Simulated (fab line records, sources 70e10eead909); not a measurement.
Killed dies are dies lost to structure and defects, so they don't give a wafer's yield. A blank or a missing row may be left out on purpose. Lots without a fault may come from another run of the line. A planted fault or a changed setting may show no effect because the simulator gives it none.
One fault seen from 2 desks | flow nand_harc | each desk has only its own numbers; what lay behind them comes last

THE TOOL OWNER'S DESK: lpcvd_poly-03
The tool's own readings at NHARC_A_SOURCE_PLATE_CVD_03 (deposits poly-Si, target thk 200 nm, time 4000 s): means of the sampled wafers that have a number, for each lot that ran on this tool. A lot is out of limits, marked OUT, if its mean lies more than 4 standard deviations from the usual mean; the brackets give that distance.
Columns: A = spike_tc_bottom_C at NHARC_A_SOURCE_PLATE_CVD_03, usual 640 C; B = spike_tc_centre_C at NHARC_A_SOURCE_PLATE_CVD_03, usual 620.4 C; C = spike_tc_lower_C at NHARC_A_SOURCE_PLATE_CVD_03, usual 618.9 C; D = spike_tc_top_C at NHARC_A_SOURCE_PLATE_CVD_03, usual 637 C; E = spike_tc_upper_C at NHARC_A_SOURCE_PLATE_CVD_03, usual 619.8 C; F = tube_center_temp_C at NHARC_A_SOURCE_PLATE_CVD_03, usual 620.00 C
lot  | first seen here | A   | B               | C                | D   | E                | F
L493 | day 8 01:24     | 633 | 620.2           | 616.7            | 633 | 619.7            | 620.01
L495 | day 8 20:52     | 634 | 619.8           | 616.6            | 632 | 618.3            | 619.99
L496 | day 9 11:44     | 635 | 620.1           | 618.3            | 631 | 619.1            | 620.02
L505 | day 13 10:34    | 622 | 607.9 (-12) OUT | 605.1 (-8.1) OUT | 620 | 606.8 (-8.7) OUT | 607.56 (-99 or more) OUT
L506 | day 13 21:45    | 623 | 608.0 (-12) OUT | 605.5 (-7.9) OUT | 621 | 607.5 (-8.2) OUT | 607.63 (-99 or more) OUT
This desk's finding: out of limits on L505, L506; first on L505, day 13 10:34 (spike_tc_centre_C at NHARC_A_SOURCE_PLATE_CVD_03). In limits: L493, L495, L496.

THE METROLOGY DESK
What the gauges read, lot by lot, whatever tool the lot ran on: means of the sampled wafers that have a number. A lot is out of limits, marked OUT, if its mean lies more than 4 standard deviations from the usual mean; the brackets give that distance.
Columns: A = cd_nm at NHARC_P_BONDPAD_CD_MEAS_09, usual 501 nm; B = overlay_x_nm at NHARC_P_BONDPAD_OVL_MEAS_38, usual 0 nm; C = overlay_y_nm at NHARC_P_BONDPAD_OVL_MEAS_38, usual -3 nm; D = thk_nm at NHARC_A_SOURCE_PLATE_THK_MEAS_06, usual 200.3 nm
lot  | first seen here | A   | B  | C   | D
L491 | day 6 09:58     | 504 | 6  | 2   | 200.6
L492 | day 7 00:31     | 504 | 13 | 1   | 199.2
L493 | day 7 09:56     | 501 | -3 | 1   | 201.8
L495 | day 8 06:02     | 502 | 1  | -0  | 197.7
L496 | day 8 20:59     | 505 | -2 | 5   | 201.7
L499 | day 9 18:28     | 501 | 4  | -2  | 197.5
L505 | day 12 17:55    | 498 | -4 | -8  | 150.9 (-25) OUT
L506 | day 13 05:16    | 501 | 6  | -1  | 151.5 (-24) OUT
L509 | day 14 05:50    | 504 | 5  | 1   | 202.1
L510 | day 14 16:11    | 501 | -9 | -10 | 199.3
L512 | day 15 09:32    | 500 | -4 | -17 | 199.0
L513 | day 15 16:55    | 500 | 3  | 2   | 199.5
L514 | day 16 05:15    | 505 | 0  | -2  | 203.2
This desk's finding: out of limits on L505, L506; first on L505, day 13 18:25 (thk_nm at NHARC_A_SOURCE_PLATE_THK_MEAS_06). In limits: L491, L492, L493, L495, L496, L499, L509, L510, L512, L513, L514.

PUT TOGETHER
The tool owner's desk could have raised an alarm at day 13 10:34, on L505, L506.
The metrology desk could have raised an alarm at day 13 18:25, on L505, L506.
Of the lots named, all ran NHARC_A_SOURCE_PLATE_CVD_03 on lpcvd_poly-03.

WHAT THE SIMULATOR HAD PUT IN
Process parameter drift: lpcvd_poly-03, from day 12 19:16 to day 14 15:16, at NHARC_A_SOURCE_PLATE_CVD_03. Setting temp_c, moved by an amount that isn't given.
Lots struck among those shown: L505, L506.
Hours from the fault's start to each desk's first reading out of limits: the tool owner's desk, 15; the metrology desk, 23.
